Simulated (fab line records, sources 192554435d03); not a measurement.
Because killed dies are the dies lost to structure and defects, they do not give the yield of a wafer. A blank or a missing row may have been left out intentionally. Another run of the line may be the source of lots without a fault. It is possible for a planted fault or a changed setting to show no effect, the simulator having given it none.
Matching of chambers | flow n5_finfet | N5_BEOL_M5_DESCUM_33 on rie_diel-04 has 4 sister chambers
The step chemistry O2, time 7 s. 7 wafers are shown with their chamber, then 7 later ones without.

== WAFERS, EACH WITH ITS CHAMBER ==
wafer  | chamber | drypump_motor_current_A (A) | showerhead_plenum_p_Torr (Torr)
L438.1 | 3       | 6.8                         | 1.98
L438.2 | 0       | 5.4                         | 2.16
L442.3 | 2       | 6.1                         | 2.06
L442.4 | 1       | 5.4                         | 2.12
L442.5 | 1       | 5.4                         | 2.12
L443.2 | 0       | 5.4                         | 2.16
L443.4 | 3       | 6.7                         | 1.97

== WAFERS WITH NO CHAMBER GIVEN ==
wafer  | drypump_motor_current_A (A) | showerhead_plenum_p_Torr (Torr)
L443.6 | 6.1                         | 2.06
L445.1 | 5.3                         | 2.16
L445.4 | 6.8                         | 1.97
L445.6 | 5.4                         | 2.16
L448.3 | 5.3                         | 2.16
L448.4 | 5.4                         | 2.12
L448.5 | 6.1                         | 2.06

== CHAMBER TAKEN BY EACH ==
wafer  | from the rows above | in truth
L443.6 | 2                   | 2
L445.1 | 0                   | 0
L445.4 | 3                   | 3
L445.6 | 0                   | 0
L448.3 | 0                   | 0
L448.4 | 1                   | 1
L448.5 | 2                   | 2
Placed correctly: 7 of 7. Left unplaced by these rows: 0. Wrongly placed: 0.
How it was worked out, from the rows above alone: a wafer's distance from a chamber is the root of the sum, over the readings, of the square of ((its reading less the chamber's mean) divided by the reading's scatter). The wafer belongs to the nearest chamber; if the next one is less than 2 further off, it can't be placed. The mean given for a chamber averages the wafers shown for that chamber. The scatter is the square root of a quotient: the sum, over the shown wafers, of each reading's squared deviation from its chamber's mean, divided by wafers minus chambers.
